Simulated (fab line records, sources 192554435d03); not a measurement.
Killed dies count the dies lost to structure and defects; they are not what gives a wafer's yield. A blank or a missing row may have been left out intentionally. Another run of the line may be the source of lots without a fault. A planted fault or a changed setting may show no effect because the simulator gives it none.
The tool behind it: which one? || flow n5-finfet || route of 1938 steps, sampled at 1 step: 11 lots, 33 wafers

## WHAT EACH GAUGE READ, for each wafer
N5_FIN_SAQP_OVL_MEAS_17.
{"lot": "L215", "measured": "day 1 22:10", "on": "overlay-02", "FIN_CORE_OVL (nm)": "0.0 0.0 -0.6"}
{"lot": "L217", "measured": "day 2 09:23", "on": "overlay-01", "FIN_CORE_OVL (nm)": "-0.4 0.2 -0.5"}
{"lot": "L218", "measured": "day 2 15:51", "on": "overlay-02", "FIN_CORE_OVL (nm)": "-1.5 0.0 -1.7"}
{"lot": "L221", "measured": "day 3 10:05", "on": "overlay-01", "FIN_CORE_OVL (nm)": "-0.4 -0.2 -0.7"}
{"lot": "L222", "measured": "day 3 16:16", "on": "overlay-01", "FIN_CORE_OVL (nm)": "-0.5 -0.1 -0.3"}
{"lot": "L223", "measured": "day 4 00:12", "on": "overlay-01", "FIN_CORE_OVL (nm)": "-1.5 -0.8 -0.6"}
{"lot": "L230", "measured": "day 5 15:49", "on": "overlay-02", "FIN_CORE_OVL (nm)": "0.0 0.7 0.0"}
{"lot": "L231", "measured": "day 5 21:34", "on": "overlay-01", "FIN_CORE_OVL (nm)": "-0.4 -0.1 -0.1"}
{"lot": "L234", "measured": "day 6 16:23", "on": "overlay-02", "FIN_CORE_OVL (nm)": "0.2 -1.3 -0.2"}
{"lot": "L235", "measured": "day 6 21:48", "on": "overlay-02", "FIN_CORE_OVL (nm)": "1.5 0.5 -0.5"}
{"lot": "L238", "measured": "day 7 15:17", "on": "overlay-02", "FIN_CORE_OVL (nm)": "-0.6 0.6 -0.2"}

## EACH LOT AND THE TOOL THAT RAN IT (in order: tool; ch and the chambers of the sampled wafers; start)
No process step before these readings appears in the record.

## THE ANSWER, worked out from the rows above alone
Rule: the usual values come from the lots themselves. Put in order of their means at a reading, lots are off if they are a third of the lots or fewer, leave a main group of 4 or more, and stand apart from it by a gap of 3 or more times the standard deviation of the main group's means; of several such gaps the widest counts. A main group is skipped when, at the precision printed for the reading in the tables above, its means are all equal. Also off: a lot with no number at a reading for which 4 or more lots have one. Any other lot the step has rows for is counted as sound.
No lot is off at any reading shown: from this, nothing can be told.

## WHAT THE SIMULATOR HAD INSERTED
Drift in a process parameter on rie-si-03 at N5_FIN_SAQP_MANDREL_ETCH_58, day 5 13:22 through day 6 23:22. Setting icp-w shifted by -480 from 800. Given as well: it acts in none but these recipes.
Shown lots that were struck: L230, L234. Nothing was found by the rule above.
